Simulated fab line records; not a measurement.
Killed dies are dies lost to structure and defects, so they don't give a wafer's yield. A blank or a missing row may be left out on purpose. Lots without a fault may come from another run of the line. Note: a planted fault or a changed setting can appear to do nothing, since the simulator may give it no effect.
What tool caused it?	flow nand_harc	24 lots with 72 wafers sampled at 6 steps, on a route of 1302 steps

## WHAT THE GAUGES SHOWED, per wafer
Not one reading of a measure or inspect step in the record can be checked against a usual standard deviation.

## EACH LOT AND THE TOOL THAT RAN IT (in order: tool; ch and the chambers of the sampled wafers; start)
lot	NHARC_A_STAIRCASE_ETCH_232	NHARC_A_STAIRCASE_ETCH_236	NHARC_A_STAIRCASE_STRIP_238	NHARC_A_STAIRCASE_ETCH_253	NHARC_A_STAIRCASE_ETCH_451	NHARC_A_STAIRCASE_ETCH_292
L074	rie_diel-08 ch 0,2, day 15 23:23 or earlier	rie_diel-08 ch 1,2, day 15 23:23 or earlier	plasma_asher-02 ch 0,1, day 15 23:23	rie_diel-09 ch 1,2,3, day 16 00:56	rie_diel-02 ch 1,2,3, day 16 18:22 or earlier	rie_diel-02 ch 0,1,3, day 16 18:22
L075	rie_diel-02 ch 0,1,2, day 16 23:53 or earlier	rie_diel-02 ch 0,1,3, day 16 23:53 or earlier	plasma_asher-02 ch 0,1, day 16 23:53	rie_diel-02 ch 0,1,2, day 17 01:28	rie_diel-09 ch 0,2,3, day 17 13:53 or earlier	rie_diel-09 ch 1,2,3, day 17 13:53
L076	rie_diel-02 ch 0,1,2, day 17 08:40 or earlier	rie_diel-02 ch 0,2,3, day 17 08:40 or earlier	plasma_asher-02 ch 0,1, day 17 08:40	rie_diel-02 ch 1,2,3, day 17 10:13	rie_diel-09 ch 1,2,3, day 17 22:31 or earlier	rie_diel-08 ch 0,1,2, day 17 22:31
L077	rie_diel-08 ch 1,3, day 18 06:50 or earlier	rie_diel-08 ch 1,2,3, day 18 06:50 or earlier	plasma_asher-01 ch 0,1, day 18 06:50	rie_diel-02 ch 0,2, day 18 08:25	rie_diel-08 ch 1,2, day 18 20:29 or earlier	rie_diel-08 ch 0,1,3, day 18 20:29
L080	rie_diel-09 ch 1,3, day 18 09:35 or earlier	rie_diel-09 ch 0,3, day 18 09:35 or earlier	plasma_asher-02 ch 0,1, day 18 09:35	rie_diel-02 ch 1,2, day 18 11:15	rie_diel-08 ch 2,3, day 18 22:21 or earlier	rie_diel-02 ch 0,1, day 18 22:21
L078	rie_diel-09 ch 1,2,3, day 18 13:16 or earlier	rie_diel-09 ch 1,2, day 18 13:16 or earlier	plasma_asher-01 ch 0,1, day 18 13:16	rie_diel-08 ch 0,2,3, day 18 14:58	rie_diel-09 ch 0,1, day 19 05:20 or earlier	rie_diel-02 ch 0,1,3, day 19 05:20
L079	rie_diel-08 ch 1,2, day 18 18:31 or earlier	rie_diel-08 ch 1,2, day 18 18:31 or earlier	plasma_asher-01 ch 0,1, day 18 18:31	rie_diel-08 ch 2,3, day 18 19:59	rie_diel-09 ch 1,2,3, day 19 08:55 or earlier	rie_diel-08 ch 0,3, day 19 08:55
L081	rie_diel-02 ch 1,3, day 19 08:24 or earlier	rie_diel-02 ch 1,3, day 19 08:24 or earlier	plasma_asher-01 ch 0,1, day 19 08:24	rie_diel-02 ch 1,2, day 19 09:53	rie_diel-09 ch 0,2,3, day 19 22:36 or earlier	rie_diel-08 ch 0,1, day 19 22:36
L082	rie_diel-09 ch 0,3, day 19 13:40 or earlier	rie_diel-09 ch 1,3, day 19 13:40 or earlier	plasma_asher-02 ch 0,1, day 19 13:40	rie_diel-09 ch 0,1,3, day 19 15:31	rie_diel-09 ch 0,1, day 20 02:19 or earlier	rie_diel-09 ch 0,3, day 20 02:19
L083	rie_diel-02 ch 0,1,2, day 20 04:04 or earlier	rie_diel-02 ch 0,1,2, day 20 04:04 or earlier	plasma_asher-02 ch 0,1, day 20 04:04	rie_diel-09 ch 0,1,2, day 20 05:41	rie_diel-09 ch 1,3, day 20 15:45 or earlier	rie_diel-02 ch 0,2,3, day 20 15:45
L085	rie_diel-02 ch 0,2,3, day 20 17:58 or earlier	rie_diel-02 ch 0,3, day 20 17:58 or earlier	plasma_asher-01 ch 0,1, day 20 17:58	rie_diel-09 ch 0,2,3, day 20 19:24	rie_diel-02 ch 0,3, day 21 05:56 or earlier	rie_diel-08 ch 1,2, day 21 05:56
L084	rie_diel-09 ch 0,1,3, day 20 18:05 or earlier	rie_diel-09 ch 1,2, day 20 18:05 or earlier	plasma_asher-02 ch 0,1, day 20 18:05	rie_diel-08 ch 1,2,3, day 20 19:41	rie_diel-02 ch 0,1, day 21 06:37 or earlier	rie_diel-09 ch 1,2,3, day 21 06:37
L087	rie_diel-09 ch 0,2,3, day 21 12:24 or earlier	rie_diel-09 ch 0,1,2, day 21 12:24 or earlier	plasma_asher-02 ch 0,1, day 21 12:24	rie_diel-02 ch 1,2,3, day 21 14:00	rie_diel-02 ch 0,2,3, day 22 07:25 or earlier	rie_diel-08 ch 1,2, day 22 07:25
L086	rie_diel-09 ch 1,2,3, day 21 12:28 or earlier	rie_diel-09 ch 1,2,3, day 21 12:28 or earlier	plasma_asher-01 ch 0,1, day 21 12:28	rie_diel-09 ch 0,2,3, day 21 14:10	rie_diel-08 ch 0,1,2, day 22 04:46 or earlier	rie_diel-09 ch 0,1,3, day 22 04:46
L089	rie_diel-02 ch 0,3, day 22 14:44 or earlier	rie_diel-02 ch 0,2,3, day 22 14:44 or earlier	plasma_asher-02 ch 0,1, day 22 14:44	rie_diel-08 ch 1,2,3, day 22 16:07	rie_diel-08 ch 0,1,2, day 23 02:25 or earlier	rie_diel-02 ch 0,3, day 23 02:25
L090	rie_diel-02 ch 0,1,3, day 22 23:04 or earlier	rie_diel-02 ch 0,1,2, day 22 23:04 or earlier	plasma_asher-02 ch 0,1, day 22 23:04	rie_diel-08 ch 0,1,2, day 23 00:40	rie_diel-09 ch 1,2,3, day 23 10:29 or earlier	rie_diel-09 ch 0,1,2, day 23 10:29
L088	rie_diel-02 ch 0,1, day 23 00:52 or earlier	rie_diel-02 ch 1,3, day 23 00:52 or earlier	plasma_asher-02 ch 0,1, day 23 00:52	rie_diel-08 ch 0,1,3, day 23 02:28	rie_diel-09 ch 0,1,2, day 23 12:17 or earlier	rie_diel-09 ch 0,2,3, day 23 12:17
L092	rie_diel-02 ch 1,2,3, day 23 11:40 or earlier	rie_diel-02 ch 1,2,3, day 23 11:40 or earlier	plasma_asher-01 ch 0,1, day 23 11:40	rie_diel-02 ch 1,2,3, day 23 13:10	rie_diel-02 ch 0,1, day 24 04:51 or earlier	rie_diel-08 ch 0,1,3, day 24 04:51
L091	rie_diel-08 ch 1,2,3, day 23 13:10 or earlier	rie_diel-08 ch 1,2,3, day 23 13:10 or earlier	plasma_asher-02 ch 0,1, day 23 13:10	rie_diel-09 ch 0,3, day 23 14:30	rie_diel-09 ch 0,1,2, day 24 06:11 or earlier	rie_diel-02 ch 0,1,2, day 24 06:11
L093	rie_diel-02 ch 0,1, day 23 23:57 or earlier	rie_diel-02 ch 0,1,3, day 23 23:57 or earlier	plasma_asher-01 ch 0,1, day 23 23:57	rie_diel-02 ch 0,1,2, day 24 01:34	rie_diel-02 ch 0,1,3, day 24 23:41 or earlier	rie_diel-08 ch 0,2,3, day 24 23:41
L094	rie_diel-09 ch 0,2, day 24 00:04 or earlier	rie_diel-09 ch 0,2,3, day 24 00:04 or earlier	plasma_asher-02 ch 0,1, day 24 00:04	rie_diel-09 ch 1,2,3, day 24 01:43	rie_diel-08 ch 0,3, day 25 02:47 or earlier	rie_diel-09 ch 0,1, day 25 02:47
L095	rie_diel-02 ch 1,2, day 24 19:32 or earlier	rie_diel-02 ch 0,2,3, day 24 19:32 or earlier	plasma_asher-02 ch 0,1, day 24 19:32	rie_diel-09 ch 1,2, day 24 21:10	rie_diel-02 ch 1,2,3, day 25 14:40 or earlier	rie_diel-08 ch 2,3, day 25 14:40
L096	rie_diel-08 ch 0,1,3, day 24 22:40 or earlier	rie_diel-08 ch 0,1,2, day 24 22:40 or earlier	plasma_asher-01 ch 0,1, day 24 22:40	rie_diel-08 ch 0,1, day 25 00:14	rie_diel-08 ch 1,3, day 25 15:40 or earlier	rie_diel-02 ch 1,3, day 25 15:40
L097	rie_diel-09 ch 0,2,3, day 25 23:48 or earlier	rie_diel-09 ch 1,2,3, day 25 23:48 or earlier	plasma_asher-02 ch 0,1, day 25 23:48	rie_diel-08 ch 0,2,3, day 26 01:16	rie_diel-09 ch 0,1,2, day 26 11:53 or earlier	rie_diel-09 ch 1,2,3, day 26 11:53
- NHARC_A_STAIRCASE_ETCH_232: etches the open film in C4F8/O2, target depth 100 nm, time 40.5 s.
- NHARC_A_STAIRCASE_ETCH_236: etches the open film in C4F8/O2, target depth 100 nm, time 40.5 s.
- NHARC_A_STAIRCASE_STRIP_238: strips in O2.
- NHARC_A_STAIRCASE_ETCH_253: etches the open film in C4F8/O2, target depth 50 nm, time 20.2 s.
- NHARC_A_STAIRCASE_ETCH_451: etches the open film in CF4/O2, target depth 30 nm, overetch 3 nm, time 16.5 s.
- NHARC_A_STAIRCASE_ETCH_292: etches the open film in CF4/CHF3.

## WHAT THE TOOLS THEMSELVES READ (means of the sampled wafers that have a number; where no wafer has one, the mark that the record gives instead)
NHARC_A_STAIRCASE_ETCH_232. Usual: oes_product_au 0.951 a.u., standard deviation 0.012; rf_vpp_V 897 V, standard deviation 6.7.
lot	tool	oes_product_au (a.u.)	rf_vpp_V (V)	flag
L074	rie_diel-08	0.969	889	
L075	rie_diel-02	0.941	897	
L076	rie_diel-02	0.951	897	
L077	rie_diel-08	0.960	894	
L080	rie_diel-09	0.948	893	
L078	rie_diel-09	0.957	898	
L079	rie_diel-08	0.957	895	
L081	rie_diel-02	0.971	899	
L082	rie_diel-09	0.952	889	
L083	rie_diel-02	0.962	897	
L085	rie_diel-02	0.946	900	
L084	rie_diel-09	0.966	893	
L087	rie_diel-09	0.948	893	
L086	rie_diel-09	0.945	898	
L089	rie_diel-02	0.945	903	
L090	rie_diel-02	0.940	901	
L088	rie_diel-02	0.967	897	
L092	rie_diel-02	0.949	897	
L091	rie_diel-08	0.941	892	
L093	rie_diel-02	0.945	901	
L094	rie_diel-09	0.964	894	
L095	rie_diel-02	0.938	892	
L096	rie_diel-08	0.941	902	
L097	rie_diel-09	0.958	893	

NHARC_A_STAIRCASE_ETCH_236. Usual: oes_product_au 0.946 a.u., standard deviation 0.01; rf_vpp_V 896 V, standard deviation 6.4.
lot	tool	oes_product_au (a.u.)	rf_vpp_V (V)	flag
L074	rie_diel-08	0.940	894	
L075	rie_diel-02	0.939	903	
L076	rie_diel-02	0.953	900	
L077	rie_diel-08	0.945	892	
L080	rie_diel-09	0.957	888	
L078	rie_diel-09	0.953	904	
L079	rie_diel-08	0.933	895	
L081	rie_diel-02	0.954	902	
L082	rie_diel-09	0.947	897	
L083	rie_diel-02	0.948	897	
L085	rie_diel-02	0.945	903	
L084	rie_diel-09	0.959	903	
L087	rie_diel-09	0.937	899	
L086	rie_diel-09	0.947	898	
L089	rie_diel-02	0.939	899	
L090	rie_diel-02	0.940	896	
L088	rie_diel-02	0.951	899	
L092	rie_diel-02	0.950	897	
L091	rie_diel-08	0.944	892	
L093	rie_diel-02	0.941	901	
L094	rie_diel-09	0.943	893	
L095	rie_diel-02	0.953	900	
L096	rie_diel-08	0.944	898	
L097	rie_diel-09	0.951	897	

NHARC_A_STAIRCASE_STRIP_238. Usual: drypump_motor_current_A 6.0 A, standard deviation 0.39; heater_power_w 313 W, standard deviation 27.
lot	tool	drypump_motor_current_A (A)	heater_power_w (W)	flag
L074	plasma_asher-02	6.1	314	
L075	plasma_asher-02	6.1	316	
L076	plasma_asher-02	5.8	299	
L077	plasma_asher-01	6.0	326	
L080	plasma_asher-02	5.8	296	
L078	plasma_asher-01	5.9	319	
L079	plasma_asher-01	6.0	329	
L081	plasma_asher-01	5.9	321	
L082	plasma_asher-02	5.8	293	
L083	plasma_asher-02	5.8	292	
L085	plasma_asher-01	5.9	320	
L084	plasma_asher-02	5.8	293	
L087	plasma_asher-02	6.1	317	
L086	plasma_asher-01	5.9	318	
L089	plasma_asher-02	6.1	315	
L090	plasma_asher-02	6.1	312	
L088	plasma_asher-02	5.9	292	
L092	plasma_asher-01	5.9	332	
L091	plasma_asher-02	5.8	293	
L093	plasma_asher-01	5.9	329	
L094	plasma_asher-02	5.8	293	
L095	plasma_asher-02	5.8	293	
L096	plasma_asher-01	5.9	332	
L097	plasma_asher-02	5.9	290	

NHARC_A_STAIRCASE_ETCH_253. Usual: oes_product_au 0.955 a.u., standard deviation 0.017; rf_vpp_V 896 V, standard deviation 6.9.
lot	tool	oes_product_au (a.u.)	rf_vpp_V (V)	flag
L074	rie_diel-09	0.970	899	
L075	rie_diel-02	0.974	897	
L076	rie_diel-02	0.978	897	
L077	rie_diel-02	0.968	900	
L080	rie_diel-02	0.955	895	
L078	rie_diel-08	0.936	889	
L079	rie_diel-08	0.943	889	
L081	rie_diel-02	0.956	894	
L082	rie_diel-09	0.940	893	
L083	rie_diel-09	0.923	899	
L085	rie_diel-09	0.976	894	
L084	rie_diel-08	0.937	892	
L087	rie_diel-02	0.980	897	
L086	rie_diel-09	0.953	893	
L089	rie_diel-08	0.972	891	
L090	rie_diel-08	0.928	891	
L088	rie_diel-08	0.953	889	
L092	rie_diel-02	0.960	897	
L091	rie_diel-09	0.963	888	
L093	rie_diel-02	0.962	896	
L094	rie_diel-09	0.962	897	
L095	rie_diel-09	0.948	903	
L096	rie_diel-08	0.938	903	
L097	rie_diel-08	0.954	901	

NHARC_A_STAIRCASE_ETCH_451. Usual: for cf4_flow_sccm, 79.96 sccm with a standard deviation of 0.24; for drypump_motor_current_A, 5.8 A with a standard deviation of 0.5; for oes_o_777_au, 1.000 a.u. with a standard deviation of 0.0043; for oes_product_au, 1.002 a.u. with a standard deviation of 0.009; for rf_vpp_V, 198.0 V with a standard deviation of 1.7; for showerhead_plenum_p_Torr, 1.34 Torr with a standard deviation of 0.075; for throttle_valve_pct, 13.398 % with a standard deviation of 0.0095.
lot	tool	cf4_flow_sccm (sccm)	drypump_motor_current_A (A)	oes_o_777_au (a.u.)	oes_product_au (a.u.)	rf_vpp_V (V)	showerhead_plenum_p_Torr (Torr)	throttle_valve_pct (%)	flag
L074	rie_diel-02	80.02	6.3	1.005	1.014	198.5	1.36	13.400	
L075	rie_diel-09	80.07	5.6	1.000	1.002	198.3	1.32	13.404	
L076	rie_diel-09	80.14	5.8	1.003	1.009	197.3	1.37	13.401	
L077	rie_diel-08	79.87	5.9	0.997	1.015	197.4	1.32	13.401	
L080	rie_diel-08	80.11	6.0	1.002	1.007	196.3	1.26	13.400	
L078	rie_diel-09	79.90	5.6	1.002	1.002	198.8	1.36	13.395	
L079	rie_diel-09	79.91	5.8	1.005	0.998	198.2	1.36	13.404	
L081	rie_diel-09	79.82	5.6	0.996	0.999	196.8	1.31	13.391	
L082	rie_diel-09	79.88	5.4	1.001	0.987	198.7	1.32	13.402	
L083	rie_diel-09	79.75	6.2	1.004	1.001	197.5	1.30	13.404	
L085	rie_diel-02	80.31	6.3	0.998	1.003	200.2	1.42	13.401	
L084	rie_diel-02	79.97	6.0	1.000	1.013	198.2	1.36	13.395	
L087	rie_diel-02	79.95	6.1	1.003	0.999	199.2	1.37	13.407	
L086	rie_diel-08	79.90	5.5	0.998	1.004	196.1	1.29	13.397	
L089	rie_diel-08	79.87	5.5	1.000	0.993	196.1	1.28	13.394	
L090	rie_diel-09	80.07	5.8	1.000	1.014	198.6	1.36	13.396	
L088	rie_diel-09	79.77	5.4	0.998	1.008	198.7	1.37	13.396	
L092	rie_diel-02	80.07	6.0	1.001	1.013	197.0	1.36	13.396	
L091	rie_diel-09	80.09	5.4	1.000	1.003	198.9	1.37	13.394	
L093	rie_diel-02	79.99	6.1	1.002	1.003	198.2	1.38	13.405	
L094	rie_diel-08	79.79	5.4	0.996	0.989	200.3	1.45	13.405	
L095	rie_diel-02	79.99	6.2	1.003	1.014	199.1	1.34	13.401	
L096	rie_diel-08	79.90	6.2	0.999	0.999	198.2	1.37	13.394	
L097	rie_diel-09	80.05	5.4	1.004	1.004	198.6	1.36	13.393	

NHARC_A_STAIRCASE_ETCH_292. Usual: cf4_flow_sccm 100.04 sccm, standard deviation 0.29; drypump_motor_current_A 5.8 A, standard deviation 0.5; oes_product_au 0.938 a.u., standard deviation 0.02; rf_vpp_V 370.5 V, standard deviation 3; showerhead_plenum_p_Torr 1.57 Torr, standard deviation 0.085; throttle_valve_pct 16.802 %, standard deviation 0.0093.
lot	tool	cf4_flow_sccm (sccm)	drypump_motor_current_A (A)	oes_product_au (a.u.)	rf_vpp_V (V)	showerhead_plenum_p_Torr (Torr)	throttle_valve_pct (%)	flag
L074	rie_diel-02	99.87	6.1	0.929	372.7	1.65	16.796	
L075	rie_diel-09	100.04	5.8	0.935	371.1	1.61	16.797	
L076	rie_diel-08	100.18	5.5	0.928	368.8	1.52	16.807	
L077	rie_diel-08	100.00	5.8	0.929	369.0	1.50	16.802	
L080	rie_diel-02	100.11	5.8	0.934	373.2	1.64	16.808	
L078	rie_diel-02	100.00	6.1	0.934	372.6	1.64	16.810	
L079	rie_diel-08	99.98	5.8	0.959	366.1	1.47	16.807	
L081	rie_diel-08	100.26	5.7	0.918	369.8	1.54	16.801	
L082	rie_diel-09	100.08	6.0	0.924	367.4	1.48	16.813	
L083	rie_diel-02	99.86	6.1	0.968	371.7	1.62	16.799	
L085	rie_diel-08	99.90	5.7	0.933	369.5	1.54	16.799	
L084	rie_diel-09	100.11	5.8	0.922	371.9	1.60	16.799	
L087	rie_diel-08	100.23	5.7	0.934	368.7	1.54	16.797	
L086	rie_diel-09	100.16	5.8	0.973	369.0	1.54	16.795	
L089	rie_diel-02	100.05	6.0	0.916	373.6	1.67	16.802	
L090	rie_diel-09	100.14	5.4	0.932	372.2	1.61	16.799	
L088	rie_diel-09	100.02	5.6	0.934	369.1	1.54	16.799	
L092	rie_diel-08	99.96	5.8	0.948	372.9	1.66	16.805	
L091	rie_diel-02	100.09	6.0	0.929	371.0	1.58	16.811	
L093	rie_diel-08	100.00	5.5	0.966	372.4	1.64	16.796	
L094	rie_diel-09	100.31	5.5	0.918	371.3	1.60	16.794	
L095	rie_diel-08	100.09	5.7	0.916	370.6	1.57	16.814	
L096	rie_diel-02	100.19	6.4	0.981	372.5	1.63	16.807	
L097	rie_diel-09	99.95	5.8	0.923	370.6	1.59	16.795	

## THE ANSWER, worked out from the rows above alone
Rule: a lot counts as off when the mean over its wafers that have a number is more than 3 standard deviations away from the usual mean. A lot without any number at a reading at which 4 lots or more have one is off too. Where the step has rows for the other lots, those lots are counted as sound. First the gauges in route order, then the tools' own readings, where a lot's mean is used as printed above. At the first step where some lot is off, the reading lying furthest off is the one used; lots without a number count as furthest.
No lot is off on any of the readings shown, so nothing can be concluded from this.

## WHAT THE SIMULATOR HAD PUT IN
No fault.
